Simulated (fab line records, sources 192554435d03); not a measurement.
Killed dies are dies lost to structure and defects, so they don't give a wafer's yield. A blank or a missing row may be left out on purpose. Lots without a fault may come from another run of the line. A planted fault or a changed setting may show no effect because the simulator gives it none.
Problem report in the 8D (eight disciplines) form, filled by code | flow n5_finfet | the parts of the form that need people (team, actions taken, sign-off) are left out

1. THE PROBLEM
rf_fwd_power_W at N5_MOL_CONTACT_COAG_CONTACT_ETCH_14 reads a mean of 274.7 W on 6 wafers of 2 lots; wafers without a fault read 363.8 W with a standard deviation of 1.8. That is -49 standard deviations from the usual mean.
The step: etches SiO2 in C4F6/O2, target depth 27.5 nm, overetch 8.5 nm, time 20 s.
First seen on wafer L768.2, day 6 03:10, on rie_diel-05. The record holds 35 wafers of 12 lots with a number at this step. Rule for "out", or "out of limits": more than 4 standard deviations from the usual mean. The other wafers with a number count as sound.

2. WHAT IT IS AND WHAT IT IS NOT
question                    | is                       | is not
which readings at this step | rf_fwd_power_W, rf_vpp_V | drypump_motor_current_A, oes_product_au, showerhead_plenum_p_Torr, throttle_valve_pct
which lots                  | L768, L769               | L762, L763, L767, L773, L774, L776, L780, L782, L783, L785
which wafers of those lots  | all that have a number   | -
read on which tools         | rie_diel-05              | rie_diel-01, rie_diel-06
when                        | from day 6 03:10         | up to then (9 sound wafers); but 20 sound wafers of L773, L774, L776, L780, L782, L783, L785 came after

3. SUSPECTS, AND WHAT RULES EACH OUT
Counting: a tool at a process step up to the reading stays a suspect if it ran every lot that is out and no sound lot after the first of them.
- rie_diel-05 at N5_MOL_CONTACT_COAG_ETCH_106 (etches SOC in N2/H2, target depth 80 nm, overetch 16 nm, time 120 s): kept. It ran every lot that is out, first L768 (day 6 03:04), and no sound lot after that; its last sound lot up to then is L763 (day 4 20:38).
- rie_diel-05 at N5_MOL_CONTACT_COAG_CONTACT_ETCH_14 (etches SiO2 in C4F6/O2, target depth 27.5 nm, overetch 8.5 nm, time 20 s): kept. It ran every lot that is out, first L768 (day 6 03:10), and no sound lot after that; its last sound lot up to then is L763 (day 4 20:44). Its own readings are out on those wafers: rf_fwd_power_W, rf_vpp_V.
Left after counting: rie_diel-05 at N5_MOL_CONTACT_COAG_ETCH_106, rie_diel-05 at N5_MOL_CONTACT_COAG_CONTACT_ETCH_14.

4. THE CAUSE (what the simulator had put in)
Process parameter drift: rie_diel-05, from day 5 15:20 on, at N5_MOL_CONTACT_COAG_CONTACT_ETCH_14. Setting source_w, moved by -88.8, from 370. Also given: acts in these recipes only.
Counting left 2 suspects, and this tool is among them.

5. THE CHAIN OF EFFECTS, in route order
Each row: a reading whose mean over the struck wafers that have a number lies more than 3 standard deviations from the usual. Only readings for which the record gives a usual standard deviation are gone through. hours: the time from each lot's start at the first step in this table that gives one to its start at this step, as a median over the lots. sigmas: the change in usual standard deviations.
hours | step                                | reading        | usual   | on struck wafers | change | sigmas
0     | N5_MOL_CONTACT_COAG_CONTACT_ETCH_14 | rf_fwd_power_W | 363.8 W | 274.7            | -89.1  | -49
0     | N5_MOL_CONTACT_COAG_CONTACT_ETCH_14 | rf_vpp_V       | 693.0 V | 751.4            | +58.4  | +21
The process steps in it:
- N5_MOL_CONTACT_COAG_CONTACT_ETCH_14: etches SiO2 in C4F6/O2, target depth 27.5 nm, overetch 8.5 nm, time 20 s.

6. WHAT WOULD HAVE CAUGHT IT SOONER
In this record the first reading out of limits was taken at day 6 03:10, 12 hours after the fault began at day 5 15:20.
